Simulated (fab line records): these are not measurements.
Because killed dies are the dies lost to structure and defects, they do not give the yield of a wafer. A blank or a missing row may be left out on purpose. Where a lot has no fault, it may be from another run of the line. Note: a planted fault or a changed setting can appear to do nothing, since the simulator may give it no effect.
A struck lot beside a sound one -- flow n5-finfet -- 41 steps out of a route of 1938
Sound: the wafers L749.2, L749.3, L749.6. Struck: wafers L744.1, L744.2, L744.5. At the end, the cause is stated.
Order at every step that has rows: each side's tool, ch and its chambers, its first start. Under that, the readings that differ: sound wafers -- struck wafers -- difference of the means -- sigmas: that difference in standard deviations of wafers without a fault.
alike: words and numbers the same on both sides, and readings whose means are apart by under 2 such deviations; not compared: readings that were withheld, readings missing a value for some wafer, numbers with overlapping values and no deviation given by the record, and bounds like >300 which may hide the same value.
A row with sigmas, a row that says differs or no value, or rows on one side alone: a step with any of these is where the two part. Non-overlapping numbers with no deviation appear without sigmas and do not part them. A reading missing from all wafers of one side parts the sides only when that side holds two or more wafers.

first, 12 steps without rows for these wafers: N5_MOL_CONTACT_COAG_DESCUM_88 (chemistry O2, time 7 s); N5_MOL_CONTACT_COAG_ETCH_89 (etches underlayer in N2/H2, target depth 13 nm, time 10.4 s); N5_MOL_CONTACT_COAG_ETCH_90 (etches SiARC in CF4, target depth 13 nm, time 21.7 s); N5_MOL_CONTACT_COAG_ALD_131 (deposits SiO2, target thk 5 nm, pulse time 1 s, co reactant pulse time 1 s); N5_MOL_CONTACT_COAG_ETCHBACK_132 (etches SiO2 in CHF3, target depth 10 nm, time 6.7 s); N5_MOL_CONTACT_COAG_ETCH_91 (etches SOC in N2/H2, target depth 60 nm, overetch 21 nm, time 101.2 s); N5_MOL_CONTACT_COAG_STRIP_92 (strips in N2/H2); N5_MOL_CONTACT_COAG_STRIP_93 (strips in N2/H2); N5_MOL_CONTACT_COAG_ETCHBACK_135 (etches SiO2 in CHF3, target depth 25 nm, time 16.7 s); N5_MOL_CONTACT_COAG_STRIP_118 (strips in CHF3); N5_MOL_CONTACT_COAG_VIA_ETCH_46 (etches SiO2 in C4F6/O2, target depth 46 nm, overetch 9.2 nm, time 40 s); N5_MOL_CONTACT_COAG_STRIP_96 (strips in N2/H2).
N5_MOL_CONTACT_COAG_ETCH_47: etches SiNx in CH3F/O2, stops on W, target depth 27 nm.
  sound on rie-diel-03 ch 2,3, day 9 17:14; struck on rie-diel-03 ch 1,3, day 8 06:08
  no value came back on the struck wafers for any of 11 readings (CH3F_flow_sccm (sccm), O2_flow_sccm (sccm) and others); on the sound wafers CH3F_flow_sccm (sccm) reads 29.99 30.16 30.13
  not compared: rf-hours-counter-h, model.SiO2_of_MOL_CONTACT_COAG_PECVD_31.thk-nm
then, 25 steps without rows for these wafers: N5_MOL_CONTACT_COAG_STRIP_119 (strips in N2/H2, time 30 s); N5_MOL_CONTACT_COAG_PRECLEAN_144 (cleans in alkaline clean, time 60 s); N5_MOL_CONTACT_COAG_SRD_145 (time 30 s); N5_MOL_CONTACT_COAG_COAT_62 (time 60 s, resist thk 60 nm); N5_MOL_CONTACT_COAG_COAT_63 (time 60 s, resist thk 10 nm); N5_MOL_CONTACT_COAG_COAT_64 (time 60 s, resist thk 10 nm); N5_MOL_CONTACT_COAG_COAT_34 (resist thk 40 nm); N5_MOL_CONTACT_COAG_EBR_36; N5_MOL_CONTACT_COAG_SOFTBAKE_35 (time 60 s); N5_MOL_CONTACT_COAG_EXPOSE_37 (exposes mask VD, defocus 0 nm); N5_MOL_CONTACT_COAG_PEB_38 (peb time 60 s); N5_MOL_CONTACT_COAG_DEVELOP_39 (develop time 30 s); N5_MOL_CONTACT_COAG_DESCUM_45 (chemistry O2, time 7 s); N5_MOL_CONTACT_COAG_ETCH_65 (etches underlayer in N2/H2, target depth 13 nm, time 10.4 s); N5_MOL_CONTACT_COAG_ETCH_66 (etches SiARC in CF4, target depth 13 nm, time 21.7 s); N5_MOL_CONTACT_COAG_ALD_133 (deposits SiO2, target thk 5 nm, pulse time 1 s, co reactant pulse time 1 s); N5_MOL_CONTACT_COAG_ETCHBACK_134 (etches SiO2 in CHF3, target depth 10 nm, time 6.7 s); N5_MOL_CONTACT_COAG_ETCH_67 (etches SOC in N2/H2, target depth 60 nm, overetch 21 nm, time 101.2 s); N5_MOL_CONTACT_COAG_STRIP_68 (strips in N2/H2); N5_MOL_CONTACT_COAG_STRIP_69 (strips in N2/H2); N5_MOL_CONTACT_COAG_ETCHBACK_136 (etches SiO2 in CHF3, target depth 25 nm, time 16.7 s); N5_MOL_CONTACT_COAG_STRIP_120 (strips in CHF3); N5_MOL_CONTACT_COAG_VIA_ETCH_117 (etches SiO2 in C4F6/O2, target depth 40 nm, overetch 8 nm, time 26 s); N5_MOL_CONTACT_COAG_ETCH_124 (etches SiNx in CH3F/O2, stops on SiOC, target depth 6.5 nm); N5_MOL_CONTACT_COAG_ETCH_48 (etches SiOC in C4F6/O2, target depth 15 nm, overetch 4.5 nm, time 17 s).
N5_MOL_CONTACT_COAG_CMP_52: polishes, stops on SiO2, t overpolish 1.5 s, target thk 66.5 nm.
  sound on cmp-02 ch 0,2, day 9 19:37; struck on cmp-01 ch 0,1,2, day 8 08:16
  alike: motor-current-A
  not compared: model.SiO2_of_MOL_CONTACT_COAG_PECVD_31.thk-nm
N5_BEOL_M4_RC_MEAS_101:
  the record has rows for the sound wafers here (prober-02 ch 0, day 15 14:04) and none for the struck ones
-- here the record skips 9 days between the struck wafers' starts before and after, leaving off in module BEOL_M4 and picking up in module PASSIVATION (first step shown: number 1936 of the route) --
N5_PASSIVATION_PROBE_49:
  struck on prober-01, day 16 20:47; sound on prober-02, day 19 21:50
reading,sound,struck,difference,sigmas
defect-limited-yield (%),92.4 92.6 93.1,0 0 0,-93,-62
killed-at-contacts,13 10 11,1065 1100 1104,+1078,+99 or more
killed-dies,90 87 82,1180 1180 1180,+1094,+61
killed-on-rim,16 6 10,152 152 152,+141,+38
sort_bin_5_function (%),4.5 3.5 4.2,96.4 96.9 96.9,+92.7,+93
sort_bin_8_speed (%),0.59 0 0,0 0 0,+0,-4
sort-n-pass,1090 1093 1098,0 0 0,-1094,-61
  alike: killed_at_M0_to_M3, killed_at_M4_up, killed-at-front-end, killed-at-other, killed-open, killed-short, sort_bin_6_memory

WHERE THEY PART
Last at N5_PASSIVATION_PROBE_49 as far as this record goes, first at N5_MOL_CONTACT_COAG_ETCH_47.

WHY: what had been put in by the simulator
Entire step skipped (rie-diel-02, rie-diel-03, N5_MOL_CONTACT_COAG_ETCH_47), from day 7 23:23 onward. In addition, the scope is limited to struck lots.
